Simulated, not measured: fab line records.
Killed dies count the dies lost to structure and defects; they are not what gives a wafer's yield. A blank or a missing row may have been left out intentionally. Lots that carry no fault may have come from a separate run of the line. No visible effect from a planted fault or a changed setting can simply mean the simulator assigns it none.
Chamber matching ; flow n5_finfet ; N5_BEOL_M0_SAQP_SPACER1_ALD_98 on ald_sin-02: 4 sister chambers
The step deposits SiO2, target thk 12.8 nm, pulse time 1 s, purge time 2 s. 4 wafers are shown with their chamber, then 7 later ones without.

== EACH WAFER AND ITS CHAMBER ==
wafer;chamber;heater_power_w (W)
L998.3;3;435
L998.6;2;426
L108.2;1;544
L108.3;0;471

== WAFERS MISSING THEIR CHAMBER ==
wafer;heater_power_w (W)
L108.4;446
L109.3;543
L109.5;454
L109.6;401
L110.3;469
L110.4;407
L110.5;453

== THE CHAMBER EACH PASSED THROUGH ==
wafer;from the rows above;in truth
L108.4;can't be placed: 3 or 2 or 0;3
L109.3;1;1
L109.5;can't be placed: 0 or 3 or 2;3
L109.6;can't be placed: 2 or 3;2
L110.3;0;0
L110.4;can't be placed: 2 or 3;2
L110.5;can't be placed: 0 or 3 or 2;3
Correctly placed: 2 of 7. These rows do not allow placing 5 (true chamber among the candidates in 5). Number placed wrongly: 0.
How it was worked out, from the rows above alone: a wafer's distance from a chamber is the root of the sum, over the readings, of the square of ((its reading less the chamber's mean) divided by the reading's scatter). The wafer belongs to the nearest chamber; if the next one is less than 2 further off, it can't be placed. The mean given for a chamber averages the wafers shown for that chamber. The scatter: with one shown wafer a chamber, the root of the mean of the squares of how far each hidden wafer lies from its nearest shown one.
